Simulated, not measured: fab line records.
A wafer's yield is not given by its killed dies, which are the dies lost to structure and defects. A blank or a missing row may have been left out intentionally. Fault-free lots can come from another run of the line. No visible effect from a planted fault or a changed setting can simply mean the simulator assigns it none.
Split-lot study / flow n5_finfet / route with 1938 steps; 7 lots, 39 wafers read

== ON THE SPLIT ==
At N5_BEOL_M2_VIA_ETCH_34 (etches the open film in C4F6/O2, target depth 69.4 nm, time 65.9 s), the setting target_depth_a was moved away from the recipe's 694 angstrom on 12 of the 39 wafers read, by -32.8% to +50.4%. All remaining wafers had this setting at the recipe value.

The reading comes from the split's own step.

== THE READING ==
SOC_of_BEOL_M2_COAT_67.thk_nm (the simulator's own value, which no gauge read), in nm, at N5_BEOL_M2_VIA_ETCH_34 (etches the open film in C4F6/O2, target depth 69.4 nm, time 65.9 s). No usual value for it is given in the file. Across the 27 wafers here that went through the recipe, the average is 51.8 nm and the standard deviation 0.16 nm.

wafer=L076.1; tool, chamber at the split=rie_diel-04, 1; target_depth_a as run, angstrom=694; against the recipe=recipe; SOC_of_BEOL_M2_COAT_67.thk_nm, nm=51.8; against lot-mates on the recipe=-
wafer=L076.3; tool, chamber at the split=rie_diel-04, 3; target_depth_a as run, angstrom=694; against the recipe=recipe; SOC_of_BEOL_M2_COAT_67.thk_nm, nm=51.8; against lot-mates on the recipe=-
wafer=L076.4; tool, chamber at the split=rie_diel-04, 0; target_depth_a as run, angstrom=694; against the recipe=recipe; SOC_of_BEOL_M2_COAT_67.thk_nm, nm=51.8; against lot-mates on the recipe=-
wafer=L081.1; tool, chamber at the split=rie_diel-02, 2; target_depth_a as run, angstrom=694; against the recipe=recipe; SOC_of_BEOL_M2_COAT_67.thk_nm, nm=51.8; against lot-mates on the recipe=-
wafer=L081.2; tool, chamber at the split=rie_diel-02, 3; target_depth_a as run, angstrom=694; against the recipe=recipe; SOC_of_BEOL_M2_COAT_67.thk_nm, nm=51.8; against lot-mates on the recipe=-
wafer=L081.3; tool, chamber at the split=rie_diel-02, 1; target_depth_a as run, angstrom=694; against the recipe=recipe; SOC_of_BEOL_M2_COAT_67.thk_nm, nm=51.8; against lot-mates on the recipe=-
wafer=L081.4; tool, chamber at the split=rie_diel-02, 0; target_depth_a as run, angstrom=694; against the recipe=recipe; SOC_of_BEOL_M2_COAT_67.thk_nm, nm=51.8; against lot-mates on the recipe=-
wafer=L081.5; tool, chamber at the split=rie_diel-02, 2; target_depth_a as run, angstrom=694; against the recipe=recipe; SOC_of_BEOL_M2_COAT_67.thk_nm, nm=51.8; against lot-mates on the recipe=-
wafer=L081.6; tool, chamber at the split=rie_diel-02, 3; target_depth_a as run, angstrom=694; against the recipe=recipe; SOC_of_BEOL_M2_COAT_67.thk_nm, nm=51.8; against lot-mates on the recipe=-
wafer=L084.1; tool, chamber at the split=rie_diel-02, 1; target_depth_a as run, angstrom=1044; against the recipe=+50.4%; SOC_of_BEOL_M2_COAT_67.thk_nm, nm=47.6; against lot-mates on the recipe=-4.3
wafer=L084.2; tool, chamber at the split=rie_diel-02, 2; target_depth_a as run, angstrom=1044; against the recipe=+50.4%; SOC_of_BEOL_M2_COAT_67.thk_nm, nm=48; against lot-mates on the recipe=-3.9
wafer=L084.3; tool, chamber at the split=rie_diel-02, 3; target_depth_a as run, angstrom=694; against the recipe=recipe; SOC_of_BEOL_M2_COAT_67.thk_nm, nm=51.8; against lot-mates on the recipe=-
wafer=L084.4; tool, chamber at the split=rie_diel-02, 0; target_depth_a as run, angstrom=694; against the recipe=recipe; SOC_of_BEOL_M2_COAT_67.thk_nm, nm=52; against lot-mates on the recipe=-
wafer=L084.5; tool, chamber at the split=rie_diel-02, 0; target_depth_a as run, angstrom=694; against the recipe=recipe; SOC_of_BEOL_M2_COAT_67.thk_nm, nm=52; against lot-mates on the recipe=-
wafer=L084.6; tool, chamber at the split=rie_diel-02, 3; target_depth_a as run, angstrom=1044; against the recipe=+50.4%; SOC_of_BEOL_M2_COAT_67.thk_nm, nm=47.6; against lot-mates on the recipe=-4.3
wafer=L086.1; tool, chamber at the split=rie_diel-04, 3; target_depth_a as run, angstrom=694; against the recipe=recipe; SOC_of_BEOL_M2_COAT_67.thk_nm, nm=51.8; against lot-mates on the recipe=-
wafer=L086.2; tool, chamber at the split=rie_diel-04, 1; target_depth_a as run, angstrom=525.8; against the recipe=-24.2%; SOC_of_BEOL_M2_COAT_67.thk_nm, nm=53.8; against lot-mates on the recipe=+1.8
wafer=L086.3; tool, chamber at the split=rie_diel-04, 2; target_depth_a as run, angstrom=694; against the recipe=recipe; SOC_of_BEOL_M2_COAT_67.thk_nm, nm=52.2; against lot-mates on the recipe=-
wafer=L086.4; tool, chamber at the split=rie_diel-04, 0; target_depth_a as run, angstrom=525.8; against the recipe=-24.2%; SOC_of_BEOL_M2_COAT_67.thk_nm, nm=53.8; against lot-mates on the recipe=+1.8
wafer=L086.5; tool, chamber at the split=rie_diel-04, 3; target_depth_a as run, angstrom=694; against the recipe=recipe; SOC_of_BEOL_M2_COAT_67.thk_nm, nm=52; against lot-mates on the recipe=-
wafer=L086.6; tool, chamber at the split=rie_diel-04, 0; target_depth_a as run, angstrom=525.8; against the recipe=-24.2%; SOC_of_BEOL_M2_COAT_67.thk_nm, nm=53.8; against lot-mates on the recipe=+1.8
wafer=L087.1; tool, chamber at the split=rie_diel-06, 3; target_depth_a as run, angstrom=466.4; against the recipe=-32.8%; SOC_of_BEOL_M2_COAT_67.thk_nm, nm=54.6; against lot-mates on the recipe=+2.7
wafer=L087.2; tool, chamber at the split=rie_diel-06, 2; target_depth_a as run, angstrom=694; against the recipe=recipe; SOC_of_BEOL_M2_COAT_67.thk_nm, nm=51.8; against lot-mates on the recipe=-
wafer=L087.3; tool, chamber at the split=rie_diel-06, 1; target_depth_a as run, angstrom=466.4; against the recipe=-32.8%; SOC_of_BEOL_M2_COAT_67.thk_nm, nm=54.6; against lot-mates on the recipe=+2.7
wafer=L087.4; tool, chamber at the split=rie_diel-06, 3; target_depth_a as run, angstrom=694; against the recipe=recipe; SOC_of_BEOL_M2_COAT_67.thk_nm, nm=52; against lot-mates on the recipe=-
wafer=L087.5; tool, chamber at the split=rie_diel-06, 1; target_depth_a as run, angstrom=694; against the recipe=recipe; SOC_of_BEOL_M2_COAT_67.thk_nm, nm=52; against lot-mates on the recipe=-
wafer=L087.6; tool, chamber at the split=rie_diel-06, 2; target_depth_a as run, angstrom=466.4; against the recipe=-32.8%; SOC_of_BEOL_M2_COAT_67.thk_nm, nm=54.6; against lot-mates on the recipe=+2.7
wafer=L090.1; tool, chamber at the split=rie_diel-02, 0; target_depth_a as run, angstrom=850.7; against the recipe=+22.6%; SOC_of_BEOL_M2_COAT_67.thk_nm, nm=50; against lot-mates on the recipe=-1.7
wafer=L090.5; tool, chamber at the split=rie_diel-02, 0; target_depth_a as run, angstrom=850.7; against the recipe=+22.6%; SOC_of_BEOL_M2_COAT_67.thk_nm, nm=50; against lot-mates on the recipe=-1.7
wafer=L090.2; tool, chamber at the split=rie_diel-02, 1; target_depth_a as run, angstrom=850.7; against the recipe=+22.6%; SOC_of_BEOL_M2_COAT_67.thk_nm, nm=49.6; against lot-mates on the recipe=-2.1
wafer=L090.3; tool, chamber at the split=rie_diel-02, 3; target_depth_a as run, angstrom=694; against the recipe=recipe; SOC_of_BEOL_M2_COAT_67.thk_nm, nm=51.4; against lot-mates on the recipe=-
wafer=L090.4; tool, chamber at the split=rie_diel-02, 2; target_depth_a as run, angstrom=694; against the recipe=recipe; SOC_of_BEOL_M2_COAT_67.thk_nm, nm=52; against lot-mates on the recipe=-
wafer=L090.6; tool, chamber at the split=rie_diel-02, 3; target_depth_a as run, angstrom=694; against the recipe=recipe; SOC_of_BEOL_M2_COAT_67.thk_nm, nm=51.8; against lot-mates on the recipe=-
wafer=L096.1; tool, chamber at the split=rie_diel-02, 3; target_depth_a as run, angstrom=694; against the recipe=recipe; SOC_of_BEOL_M2_COAT_67.thk_nm, nm=51.8; against lot-mates on the recipe=-
wafer=L096.2; tool, chamber at the split=rie_diel-02, 1; target_depth_a as run, angstrom=694; against the recipe=recipe; SOC_of_BEOL_M2_COAT_67.thk_nm, nm=51.6; against lot-mates on the recipe=-
wafer=L096.3; tool, chamber at the split=rie_diel-02, 0; target_depth_a as run, angstrom=694; against the recipe=recipe; SOC_of_BEOL_M2_COAT_67.thk_nm, nm=52; against lot-mates on the recipe=-
wafer=L096.4; tool, chamber at the split=rie_diel-02, 1; target_depth_a as run, angstrom=694; against the recipe=recipe; SOC_of_BEOL_M2_COAT_67.thk_nm, nm=51.6; against lot-mates on the recipe=-
wafer=L096.5; tool, chamber at the split=rie_diel-02, 3; target_depth_a as run, angstrom=694; against the recipe=recipe; SOC_of_BEOL_M2_COAT_67.thk_nm, nm=51.8; against lot-mates on the recipe=-
wafer=L096.6; tool, chamber at the split=rie_diel-02, 0; target_depth_a as run, angstrom=694; against the recipe=recipe; SOC_of_BEOL_M2_COAT_67.thk_nm, nm=51.6; against lot-mates on the recipe=-

THE FIT
A straight line over all 39 wafers: SOC_of_BEOL_M2_COAT_67.thk_nm changes by -0.0826 nm for each +1% of target_depth_a; r = -1.00; the points scatter about the line by 0.16 nm.
The same after taking each lot's own level away (the mean of its wafers on the recipe; 39 wafers): -0.0816 nm for each +1%; r = -1.00; scatter 0.14 nm.
Per that fit: largest target_depth_a move, reading shift of 4.1 nm.
The span of the lots' own levels, 51.73 to 52.00 nm, comes to 1.7 times the standard deviation stated above.
The two slopes agree, so the slope changes little with the lot-to-lot level.
Check: -4.09 nm against its lot-mates is what the line predicts for one of the wafers moved furthest among these (+50.4%) when that wafer is left out of the fit. Against them it came out at -4.33 nm.

== OTHER SPLITS APPLIED TO THESE WAFERS ==
These wafers also went through other splits before the reading. Each is held against what the fit with the lots' levels taken away leaves over:
other split on the same wafers=N5_SDB_ETCH_25 time_s; wafers away from the commonest value=15; r with SOC_of_BEOL_M2_COAT_67.thk_nm (lot level and that fit taken away)=-0.20
other split on the same wafers=N5_MOL_CONTACT_COAG_VIA_ETCH_46 target_depth_a; wafers away from the commonest value=9; r with SOC_of_BEOL_M2_COAT_67.thk_nm (lot level and that fit taken away)=+0.13

== THE WHOLE CHAIN: every reading that the file lists as answering this split, in the file's order ==
step=N5_BEOL_M2_VIA_ETCH_34; what it does=etches the open film in C4F6/O2, target depth 69.4 nm, time 65.9 s; reading=etch.depth_nm (the simulator's own value, which no gauge read); change (the file's fit)=+0.67 nm for each +1% of the setting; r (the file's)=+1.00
step=N5_BEOL_M2_VIA_ETCH_34; what it does=etches the open film in C4F6/O2, target depth 69.4 nm, time 65.9 s; reading=SOC_of_BEOL_M2_COAT_67.thk_nm (the simulator's own value, which no gauge read); change (the file's fit)=-0.0816 nm for each +1% of the setting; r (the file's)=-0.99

== FILE'S OWN FIT ==
SOC_of_BEOL_M2_COAT_67.thk_nm changes by -0.0816 nm for each +1% of target_depth_a, r = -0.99.
